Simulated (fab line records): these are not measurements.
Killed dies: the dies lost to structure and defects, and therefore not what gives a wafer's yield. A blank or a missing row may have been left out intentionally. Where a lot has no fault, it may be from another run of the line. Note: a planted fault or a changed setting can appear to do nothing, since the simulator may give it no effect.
What tool caused it? | flow n5 finfet | 11 lots (32 wafers sampled), 1 step of a 1938-step route

## WHAT EACH GAUGE READ, for each wafer
N5_MOL_CONTACT_COAG_INSPECT_10: inspects for defects (brightfield).
lot  | measured     | on                | raw defect count
L555 | day 5 15:32  | defect inspect-02 | 51 41 28
L556 | day 6 00:49  | defect inspect-02 | 57 52 58
L558 | day 6 12:53  | defect inspect-01 | 66 97 112
L560 | day 7 04:32  | defect inspect-01 | 48 58
L562 | day 7 22:16  | defect inspect-01 | 52 62 73
L563 | day 8 01:00  | defect inspect-02 | 87 72 60
L565 | day 8 10:10  | defect inspect-02 | 74 54 96
L566 | day 8 15:52  | defect inspect-02 | 56 63 47
L571 | day 9 21:18  | defect inspect-01 | 74 94 68
L573 | day 10 07:23 | defect inspect-01 | 53 64 61
L574 | day 10 13:46 | defect inspect-02 | 84 134 125

## TOOL THAT RAN EACH LOT (tool first, then ch and the chambers of the sampled wafers, then the start)
Before these readings, the record contains no process step.

## THE ANSWER, worked out from the rows above alone
Rule: the usual values come from the lots themselves. The widest of any qualifying gaps counts: lots, ordered by their means at a reading, are off when they make up no more than a third of the lots, leave a main group of 4 or more, and stand apart from it by 3 or more times the standard deviation of that group's means. A main group whose means are all the same, to the digits that the tables above print for the reading, isn't used. Also off: a lot with no number at a reading for which 4 or more lots have one. All remaining lots with rows at the step are treated as sound.
Nothing can be told from this: no lot is off at any reading shown.

## WHAT THE SIMULATOR PUT IN
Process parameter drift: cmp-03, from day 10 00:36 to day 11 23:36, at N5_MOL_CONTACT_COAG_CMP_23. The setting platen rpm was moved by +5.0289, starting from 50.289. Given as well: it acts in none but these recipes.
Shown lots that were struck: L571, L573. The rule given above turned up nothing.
